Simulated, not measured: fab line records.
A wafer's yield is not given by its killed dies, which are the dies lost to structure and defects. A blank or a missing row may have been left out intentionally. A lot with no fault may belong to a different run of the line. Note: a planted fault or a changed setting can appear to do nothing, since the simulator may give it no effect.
Matching of chambers / flow n5_finfet / ald_metal-01 running N5_HKMG_FIN_ALD_91: 4 sister chambers
The step deposits TiN, target thk 1 nm, pulse time 1 s, purge time 3 s. 24 wafers are shown with their chamber, then 12 later ones without.

## WAFERS PAIRED WITH THEIR CHAMBERS
wafer=L074.1; chamber=1; heater_power_w (W)=1083; precursor_pulse_height_rel=1.036
wafer=L074.2; chamber=2; heater_power_w (W)=822; precursor_pulse_height_rel=0.970
wafer=L074.6; chamber=3; heater_power_w (W)=843; precursor_pulse_height_rel=0.993
wafer=L076.1; chamber=2; heater_power_w (W)=812; precursor_pulse_height_rel=0.992
wafer=L076.2; chamber=0; heater_power_w (W)=798; precursor_pulse_height_rel=0.991
wafer=L076.3; chamber=3; heater_power_w (W)=827; precursor_pulse_height_rel=0.991
wafer=L076.4; chamber=0; heater_power_w (W)=808; precursor_pulse_height_rel=1.006
wafer=L076.5; chamber=3; heater_power_w (W)=796; precursor_pulse_height_rel=1.008
wafer=L076.6; chamber=2; heater_power_w (W)=830; precursor_pulse_height_rel=1.013
wafer=L077.1; chamber=0; heater_power_w (W)=811; precursor_pulse_height_rel=1.015
wafer=L077.2; chamber=3; heater_power_w (W)=819; precursor_pulse_height_rel=0.969
wafer=L077.3; chamber=2; heater_power_w (W)=799; precursor_pulse_height_rel=0.983
wafer=L077.4; chamber=0; heater_power_w (W)=824; precursor_pulse_height_rel=1.002
wafer=L077.5; chamber=2; heater_power_w (W)=788; precursor_pulse_height_rel=1.010
wafer=L077.6; chamber=3; heater_power_w (W)=837; precursor_pulse_height_rel=0.994
wafer=L081.3; chamber=2; heater_power_w (W)=809; precursor_pulse_height_rel=1.008
wafer=L081.4; chamber=0; heater_power_w (W)=797; precursor_pulse_height_rel=0.984
wafer=L081.5; chamber=0; heater_power_w (W)=819; precursor_pulse_height_rel=1.001
wafer=L082.1; chamber=0; heater_power_w (W)=811; precursor_pulse_height_rel=1.003
wafer=L082.3; chamber=1; heater_power_w (W)=1122; precursor_pulse_height_rel=0.986
wafer=L082.4; chamber=3; heater_power_w (W)=829; precursor_pulse_height_rel=1.001
wafer=L083.4; chamber=3; heater_power_w (W)=801; precursor_pulse_height_rel=1.019
wafer=L083.5; chamber=2; heater_power_w (W)=813; precursor_pulse_height_rel=0.994
wafer=L083.6; chamber=3; heater_power_w (W)=813; precursor_pulse_height_rel=1.025

SIGNATURES, as means of the wafers listed above
reading=heater_power_w; chamber 0=809.71; chamber 1=1102.50; chamber 2=810.43; chamber 3=820.62; scatter within a chamber=14.9
reading=precursor_pulse_height_rel; chamber 0=1.00029; chamber 1=1.01100; chamber 2=0.99571; chamber 3=1.00000; scatter within a chamber=0.0166
Rule: a wafer lies at a distance from a chamber equal to the root of the sum of squares, over the readings, of (its reading less the chamber's mean, divided by the reading's scatter). If the next closest chamber is less than 2 further off than the closest, the wafer can't be placed; otherwise it belongs to the closest. How the scatter is found: for the shown wafers, subtract from each reading the mean of its chamber, square and add these, divide the total by (wafers less chambers), then take the root.

## WAFERS WHOSE CHAMBER IS MISSING
wafer=L084.1; heater_power_w (W)=799; precursor_pulse_height_rel=1.021
wafer=L084.2; heater_power_w (W)=793; precursor_pulse_height_rel=1.022
wafer=L084.3; heater_power_w (W)=1098; precursor_pulse_height_rel=0.994
wafer=L084.4; heater_power_w (W)=796; precursor_pulse_height_rel=1.007
wafer=L084.5; heater_power_w (W)=816; precursor_pulse_height_rel=0.973
wafer=L084.6; heater_power_w (W)=1113; precursor_pulse_height_rel=1.000
wafer=L093.1; heater_power_w (W)=843; precursor_pulse_height_rel=1.022
wafer=L093.2; heater_power_w (W)=1113; precursor_pulse_height_rel=1.003
wafer=L093.3; heater_power_w (W)=799; precursor_pulse_height_rel=1.035
wafer=L093.4; heater_power_w (W)=813; precursor_pulse_height_rel=0.999
wafer=L093.5; heater_power_w (W)=826; precursor_pulse_height_rel=1.012
wafer=L093.6; heater_power_w (W)=1103; precursor_pulse_height_rel=0.979

## WHICH CHAMBER EACH WENT THROUGH
wafer=L084.1; from the rows above=can't be placed: 0 or 2 or 3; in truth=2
wafer=L084.2; from the rows above=can't be placed: 0 or 2 or 3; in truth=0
wafer=L084.3; from the rows above=1; in truth=1
wafer=L084.4; from the rows above=can't be placed: 0 or 2 or 3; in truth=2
wafer=L084.5; from the rows above=can't be placed: 2 or 3 or 0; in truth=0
wafer=L084.6; from the rows above=1; in truth=1
wafer=L093.1; from the rows above=can't be placed: 3 or 0 or 2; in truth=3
wafer=L093.2; from the rows above=1; in truth=1
wafer=L093.3; from the rows above=can't be placed: 0 or 2 or 3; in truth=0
wafer=L093.4; from the rows above=can't be placed: 0 or 2 or 3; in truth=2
wafer=L093.5; from the rows above=can't be placed: 3 or 0 or 2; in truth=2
wafer=L093.6; from the rows above=1; in truth=1
4 of 12 placed correctly. These rows do not allow placing 8 (true chamber among the candidates in 8). Wrongly placed: 0.
